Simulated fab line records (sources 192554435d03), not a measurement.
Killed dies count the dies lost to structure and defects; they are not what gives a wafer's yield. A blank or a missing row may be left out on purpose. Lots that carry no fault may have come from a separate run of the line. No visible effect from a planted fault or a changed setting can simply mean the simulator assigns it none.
8D (eight disciplines) problem report, filled in by code | flow n5-finfet | the parts of the form that need people (team, actions taken, sign-off) are left out

## 1. THE ISSUE
At N5_FIN_SAQP_INSPECT_40, raw-defect-count averages 504 over 9 wafers from 3 lots, while fault-free wafers read 206, standard deviation 54. Measured from the usual mean, that is +5.5 standard deviations.
The step: inspects for defects (brightfield).
First observed at day 5 09:20: wafer L969.2, on defect-inspect-01. The record has a number at this step for 24 wafers belonging to 8 lots. Rule for "out", or "out of limits": more than 4 standard deviations from the usual mean. All remaining wafers that have a number are taken as sound.

## 2. WHAT IT IS, WHAT IT ISN'T
question                    | is                     | is not
which readings at this step | raw-defect-count       | -
which lots                  | L969, L970, L971       | L962, L967, L977, L978, L979
which wafers of those lots  | all that have a number | -
read on which gauges        | defect-inspect-01      | defect-inspect-02
when                        | from day 5 09:20       | up to then (6 sound wafers); but 9 sound wafers of L977, L978, L979 came after

## 3. WHAT RULES OUT EACH SUSPECT
Counting: any tool at a process step up to the reading is kept as a suspect provided that every lot that is out went through it and no sound lot did after the first of them.
- the gauge at N5_FIN_SAQP_INSPECT_40: kept. All the wafers that are out were read on defect-inspect-01, and no step on other tools shows them out.
- ald-sin-02 at N5_FIN_SAQP_SPACER1_ALD_24 (deposits SiO2, target thk 20.3 nm, pulse time 1 s, purge time 2 s): kept. It ran every lot that is out, first L969 (day 5 06:02), and no sound lot after that; its last sound lot up to then is L967 (day 4 17:17).
After counting, ald-sin-02 at N5_FIN_SAQP_SPACER1_ALD_24 and defect-inspect-01 at N5_FIN_SAQP_INSPECT_40 remain.

## 4. THE CAUSE (what the simulator had put in)
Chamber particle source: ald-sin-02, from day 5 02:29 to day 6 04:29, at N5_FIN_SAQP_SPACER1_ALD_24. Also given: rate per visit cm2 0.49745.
Of the 2 suspects that counting leaves, this tool is one.

## 5. SEQUENCE OF EFFECTS, ordered by route
One row per reading whose mean, taken over the struck wafers that have a number, lies over 3 standard deviations from the usual. Scope: only readings with a usual standard deviation given in the record; hours: median across lots of the time from each lot's start at the first step in this table that gives one to its start at this step; sigmas: change in usual standard deviations.
hours | step                    | reading              | usual  | on struck wafers | change | sigmas
0     | N5_FIN_SAQP_INSPECT_40  | raw-defect-count     | 206    | 504              | +298   | +5.5
1     | N5_FIN_CUT_INSPECT_10   | raw-defect-count     | 37     | 354              | +317   | +32
1     | N5_FIN_CUT_INSPECT_17   | raw-defect-count     | 211    | 522              | +311   | +5.5
245   | N5_PASSIVATION_PROBE_49 | defect-limited-yield | 91.2 % | 84.9             | -6.3   | -4.5
245   | N5_PASSIVATION_PROBE_49 | killed-at-front-end  | 40     | 121              | +81    | +6.8
245   | N5_PASSIVATION_PROBE_49 | killed-dies          | 103    | 179              | +76    | +4.5
245   | N5_PASSIVATION_PROBE_49 | sort_bin_5_function  | 5.1 %  | 9.7              | +4.6   | +4.9
245   | N5_PASSIVATION_PROBE_49 | sort-n-pass          | 1077   | 1001             | -76    | -4.5
245   | N5_PASSIVATION_PROBE_49 | sort-yield-pct       | 91.2 % | 84.9             | -6.3   | -4.5
Its process steps:
- N5_PASSIVATION_PROBE_49
Later steps that measure or inspect, where all struck wafers having a row at the step show a number for every such reading and not one has moved that far: N5_BEOL_M4_RC_MEAS_101.

## 6. WHAT WOULD HAVE CAUGHT IT SOONER
In this record the first reading out of limits at a measuring or inspecting step was taken at day 5 09:20, 7 hours after the fault began at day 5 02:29.
Tool readings at N5_FIN_SAQP_SPACER1_ALD_24 with a usual standard deviation given in the record: none out on any struck wafer, hence no alarm at a limit of 4 standard deviations on them.
Lots out: 3; of these, L970, L971 started N5_FIN_SAQP_SPACER1_ALD_24 on ald-sin-02 after day 5 09:20. A hold on the tool at that time would have spared those 2.
